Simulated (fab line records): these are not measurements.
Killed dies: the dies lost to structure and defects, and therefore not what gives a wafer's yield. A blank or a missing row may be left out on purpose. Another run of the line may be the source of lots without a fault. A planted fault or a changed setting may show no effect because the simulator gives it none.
Chamber matching + flow n5_finfet + rie_diel-05 running N5_GATE_CUT_ETCH_19: 4 sister chambers
The step etches SiNx in CH3F/O2, target depth 53.7 nm, time 76.7 s. 16 wafers are shown with their chamber, then 8 later ones without.

== EACH WAFER AND ITS CHAMBER ==
| wafer  | chamber | showerhead_plenum_p_Torr (Torr) | oes_o_777_au (a.u.) | oes_product_au (a.u.) |
|--------|---------|---------------------------------|---------------------|-----------------------|
| L074.3 | 0       | 2.06                            | 0.66                | 0.58                  |
| L074.4 | 1       | 2.08                            | 0.72                | 0.62                  |
| L074.6 | 0       | 2.06                            | 0.66                | 0.58                  |
| L076.3 | 1       | 2.08                            | 0.73                | 0.61                  |
| L076.5 | 0       | 2.06                            | 0.66                | 0.58                  |
| L076.6 | 1       | 2.08                            | 0.72                | 0.62                  |
| L077.1 | 0       | 2.05                            | 0.65                | 0.58                  |
| L077.2 | 1       | 2.08                            | 0.72                | 0.61                  |
| L077.6 | 1       | 2.08                            | 0.72                | 0.61                  |
| L078.3 | 2       | 1.91                            | 0.71                | 0.61                  |
| L078.5 | 2       | 1.91                            | 0.71                | 0.61                  |
| L078.6 | 1       | 2.08                            | 0.72                | 0.61                  |
| L082.4 | 0       | 2.05                            | 0.65                | 0.57                  |
| L082.5 | 2       | 1.91                            | 0.70                | 0.61                  |
| L082.6 | 1       | 2.08                            | 0.72                | 0.60                  |
| L084.1 | 3       | 2.04                            | 0.94                | 0.79                  |

SIGNATURES (averages over the wafers above)
| reading                  | chamber 0 | chamber 1 | chamber 2 | chamber 3 | scatter within a chamber |
|--------------------------|-----------|-----------|-----------|-----------|--------------------------|
| showerhead_plenum_p_Torr | 2.0560    | 2.0800    | 1.9100    | 2.0400    | 0.00316                  |
| oes_o_777_au             | 0.6560    | 0.7214    | 0.7067    | 0.9400    | 0.00476                  |
| oes_product_au           | 0.5780    | 0.6114    | 0.6100    | 0.7900    | 0.00552                  |
Rule: a wafer's distance from a chamber is the root of the sum, over the readings, of the square of ((its reading less the chamber's mean) divided by the reading's scatter). If the next closest chamber is less than 2 further off than the closest, the wafer can't be placed; otherwise it belongs to the closest. How the scatter is found: for the shown wafers, subtract from each reading the mean of its chamber, square and add these, divide the total by (wafers less chambers), then take the root.

== WAFERS WHOSE CHAMBER IS MISSING ==
| wafer  | showerhead_plenum_p_Torr (Torr) | oes_o_777_au (a.u.) | oes_product_au (a.u.) |
|--------|---------------------------------|---------------------|-----------------------|
| L084.4 | 2.08                            | 0.71                | 0.60                  |
| L084.6 | 2.08                            | 0.71                | 0.60                  |
| L092.1 | 1.90                            | 0.69                | 0.59                  |
| L092.2 | 2.07                            | 0.69                | 0.59                  |
| L092.5 | 1.90                            | 0.69                | 0.59                  |
| L095.2 | 2.07                            | 0.69                | 0.59                  |
| L095.3 | 2.05                            | 0.89                | 0.79                  |
| L095.5 | 1.90                            | 0.69                | 0.59                  |

== EACH ONE'S CHAMBER ==
| wafer  | from the rows above     | in truth                   |
|--------|-------------------------|----------------------------|
| L084.4 | 1                       | 1                          |
| L084.6 | 1                       | 1                          |
| L092.1 | 2                       | 2                          |
| L092.2 | can't be placed: 1 or 0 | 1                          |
| L092.5 | 2                       | 2                          |
| L095.2 | can't be placed: 1 or 0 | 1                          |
| L095.3 | 3                       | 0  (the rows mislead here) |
| L095.5 | 2                       | 2                          |
Correct placement for 5 of the 8. Unplaceable from these rows: 2, with the true chamber sitting among the candidates in 2. 1 placed wrongly.
